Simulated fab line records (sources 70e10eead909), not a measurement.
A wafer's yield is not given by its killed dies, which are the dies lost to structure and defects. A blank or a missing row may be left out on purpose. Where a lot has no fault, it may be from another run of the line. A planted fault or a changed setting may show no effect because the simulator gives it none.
Comparing a struck lot with a sound one || flow nandHarc || 20 out of 1159 route steps
Sound: these wafers, L713.2, L713.3, L713.5. Struck: wafer L728.1. (L728.2 of the same lot was not struck and is left out.) The cause comes at the end.
Per side, at each step with rows, come the tool, then ch with its chambers, and then its first start. Under that, the readings that differ: sound wafers || struck wafers || difference of the means || sigmas: that difference in standard deviations of wafers without a fault.
alike: a reading whose means differ by less than 2 such deviations, as well as words and numbers matching on both sides. not compared: withheld readings; readings where some wafer has no value; bounds like >300 that might hide an equal value; numbers whose values overlap and for which the record gives no deviation.
A row with sigmas, a row that says differs or no value, or rows on one side alone: a step with any of these is where the two part. Numbers that have no deviation but don't overlap get no sigmas and don't part them. A reading that every wafer of one side lacks parts them only if that side has two wafers or more.

first, 1 step without rows for these wafers: NHARC_A_CONTACT_SRD_22.
NHARC_A_CONTACT_INSPECT_23:
  sound on defectInspect-02, day 17 20:26; struck on defectInspect-01, day 20 23:14
  alike: rawDefectCount
then, 9 steps without rows for these wafers: NHARC_A_BLC_DEHYDRATE_00 (time 120 s); NHARC_A_BLC_HMDS_01 (time 30 s); NHARC_A_BLC_COAT_02 (time 75 s); NHARC_A_BLC_COAT_03 (time 65 s); NHARC_A_BLC_COAT_04 (resist thk 90 nm); NHARC_A_BLC_SOFTBAKE_05 (time 55 s); NHARC_A_BLC_EBR_06; NHARC_A_BLC_EXPOSE_07 (exposes mask A BLC, target cd 100 nm); NHARC_A_BLC_PEB_08 (peb time 65 s).
NHARC_A_BLC_DEVELOP_09: develop time 35 s.
  sound on lithoTrack-01 ch 0, day 17 20:00; struck on lithoTrack-06 ch 0, day 20 23:00
NHARC_A_BLC_CD_MEAS_10: target cd 100 nm.
  sound on cdSem-02 ch 0, day 17 20:57; struck on cdSem-03 ch 0, day 20 23:45
{"reading": "cdNm (nm)", "sound": "100.7 99.7 99.9", "struck": 102.2, "difference": "+2.1", "sigmas": "+4"}
NHARC_A_BLC_OVL_MEAS_11:
  sound on overlay-02, day 17 21:02; struck on overlay-01, day 20 23:50
  alike: overlayXNm, overlayYNm
NHARC_A_BLC_INSPECT_12:
  sound on defectInspect-01, day 17 21:04; struck on defectInspect-02, day 20 23:52
{"reading": "rawDefectCount", "sound": "10 13 12", "struck": 57, "difference": "+45", "sigmas": "+3"}
NHARC_A_BLC_DESCUM_15: chemistry O2, time 3 s.
  sound on rieDiel-12 ch 2,3, day 17 21:08; struck on rieDiel-05 ch 2, day 20 23:56
{"reading": "model.A_BLC.cdNm (nm)", "sound": "99.68 99.2 99.36", "struck": 102.4, "difference": "+3.0", "sigmas": ""}
  alike: drypumpMotorCurrentA, oesProductAu, rfVppV, showerheadPlenumPTorr, throttleValvePct
  not compared: rfHoursCounterH
NHARC_A_BLC_ETCH_16: etches the open film in CF4, target depth 39 nm, time 65 s.
  sound on rieDiel-12 ch 0,2,3, day 17 21:13; struck on rieDiel-05 ch 3, day 21 00:02
{"reading": "biasW (W)", "sound": "99.69 99.25 100.52", "struck": 100.43, "difference": "+0.61", "sigmas": "+2"}
{"reading": "rfVppV (V)", "sound": "150.5 151.6 151.6", "struck": 148.5, "difference": -2.7, "sigmas": -2}
  alike: drypumpMotorCurrentA, oesProductAu, showerheadPlenumPTorr, throttleValvePct
  not compared: rfHoursCounterH
NHARC_A_BLC_ETCH_17: etches the open film in N2/H2, target depth 390 nm, time 609.38 s.
  sound: rieDiel-12 ch 1,2,3; struck: rieDiel-05 ch 2
{"reading": "biasW (W)", "sound": "149.4 150.0 149.5", "struck": 150.6, "difference": "+1.0", "sigmas": "+2"}
  alike: drypumpMotorCurrentA, oesProductAu, rfVppV, showerheadPlenumPTorr, throttleValvePct
  not compared: rfHoursCounterH
NHARC_A_BLC_ETCH_18: etches the open film in C4F8/O2/Ar, target depth 910 nm.
  sound: rieDiel-12 ch 1,2,3; struck: rieDiel-05 ch 3
{"reading": "oesProductAu (a.u.)", "sound": "0.974 0.988 0.957", "struck": 0.924, "difference": -0.049, "sigmas": -2}
{"reading": "model.A_BLC.cdNm (nm)", "sound": "99.16 99.64 101.8", "struck": 102.1, "difference": "+1.9", "sigmas": ""}
  alike: biasW, rfVppV
  not compared: rfHoursCounterH
NHARC_A_BLC_CD_MEAS_19:
  sound on cdSem-01, day 17 22:07; struck on cdSem-01, day 21 00:58
  alike: cdNm

== WHERE THEY PART ==
Earliest at NHARC_A_BLC_CD_MEAS_10; latest, in this record, at NHARC_A_BLC_ETCH_18. Later steps at which nothing parts them and some readings are alike: NHARC_A_BLC_CD_MEAS_19.

WHY: what the simulator had put in
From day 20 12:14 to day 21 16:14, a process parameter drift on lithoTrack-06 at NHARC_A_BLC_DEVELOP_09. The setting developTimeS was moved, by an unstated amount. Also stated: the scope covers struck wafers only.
